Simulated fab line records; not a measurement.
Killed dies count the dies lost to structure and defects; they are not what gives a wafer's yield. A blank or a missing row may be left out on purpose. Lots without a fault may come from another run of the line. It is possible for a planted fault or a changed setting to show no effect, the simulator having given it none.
Chamber matching    flow n5Finfet    3 sister chambers for N5_BEOL_M6_ILD_DEP_00 on pecvd-04
The step deposits SiCOH lowk from DEMS/porogen, target thk 179.75 nm, time 33.4 s. 39 wafers are shown with their chamber, then 12 later ones without.

## WAFERS, EACH WITH ITS CHAMBER
wafer   chamber  throttleValvePct (%)  showerheadPlenumPTorr (Torr)  heaterPowerW (W)
L077.1  2        13.6                  5.753                         228
L077.2  1        13.2                  5.754                         232
L077.3  0        14.4                  5.721                         281
L077.4  1        13.4                  5.763                         244
L077.5  0        14.1                  5.716                         278
L077.6  2        13.8                  5.723                         232
L076.4  1        13.4                  5.753                         270
L076.5  2        13.8                  5.725                         247
L076.6  0        14.4                  5.714                         253
L080.3  0        14.1                  5.727                         294
L080.4  2        13.8                  5.724                         210
L080.5  0        14.2                  5.732                         292
L081.1  0        14.1                  5.717                         293
L081.2  2        14.1                  5.717                         215
L081.4  2        14.0                  5.715                         216
L084.4  0        14.1                  5.718                         316
L084.5  1        13.5                  5.744                         272
L084.6  2        14.2                  5.719                         259
L085.1  2        14.0                  5.732                         245
L085.2  0        14.1                  5.720                         309
L085.6  1        13.3                  5.772                         266
L086.3  1        13.4                  5.740                         232
L086.5  2        14.2                  5.740                         259
L086.6  1        13.6                  5.767                         232
L087.2  0        14.3                  5.715                         252
L087.4  2        14.2                  5.724                         236
L087.6  0        14.2                  5.723                         253
L090.1  0        14.3                  5.736                         288
L090.2  1        13.5                  5.747                         260
L090.3  2        14.3                  5.718                         212
L090.4  1        13.5                  5.758                         267
L090.5  0        14.4                  5.720                         284
L090.6  2        14.0                  5.739                         217
L088.2  0        14.1                  5.717                         304
L088.5  0        14.4                  5.716                         307
L088.6  1        13.3                  5.755                         254
L097.3  0        14.3                  5.730                         287
L097.4  1        13.6                  5.755                         275
L097.5  0        14.0                  5.716                         293

SIGNATURES, as means of the wafers listed above
reading                chamber 0  chamber 1  chamber 2  scatter within a chamber
throttleValvePct       14.219     13.427     14.000     0.162
showerheadPlenumPTorr  5.72112    5.75527    5.72742    0.00917
heaterPowerW           286.50     254.91     231.33     18.5
Rule: a wafer's distance from a chamber is the root of the sum, over the readings, of the square of ((its reading less the chamber's mean) divided by the reading's scatter). The wafer belongs to the nearest chamber; if the next one is less than 2 further off, it can't be placed. The scatter is the square root of a quotient: the sum, over the shown wafers, of each reading's squared deviation from its chamber's mean, divided by wafers minus chambers.

## WAFERS MISSING THEIR CHAMBER
wafer   throttleValvePct (%)  showerheadPlenumPTorr (Torr)  heaterPowerW (W)
L091.1  13.9                  5.729                         306
L091.2  14.0                  5.735                         217
L091.3  13.1                  5.743                         236
L092.1  14.2                  5.725                         205
L092.2  13.2                  5.752                         277
L092.5  14.2                  5.736                         254
L094.1  14.0                  5.716                         236
L094.5  14.0                  5.721                         237
L094.6  14.2                  5.726                         260
L089.1  14.2                  5.737                         255
L089.2  13.6                  5.756                         235
L089.3  14.4                  5.707                         270

## EACH ONE'S CHAMBER
wafer   from the rows above      in truth
L091.1  can't be placed: 0 or 2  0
L091.2  2                        2
L091.3  1                        1
L092.1  2                        2
L092.2  1                        1
L092.5  can't be placed: 2 or 0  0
L094.1  can't be placed: 2 or 0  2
L094.5  2                        2
L094.6  can't be placed: 0 or 2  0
L089.1  can't be placed: 2 or 0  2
L089.2  1                        1
L089.3  can't be placed: 0 or 2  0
Correctly placed: 6 of 12. Not placeable from these rows: 6 (in 6, the candidates include the true chamber). 0 placed wrongly.
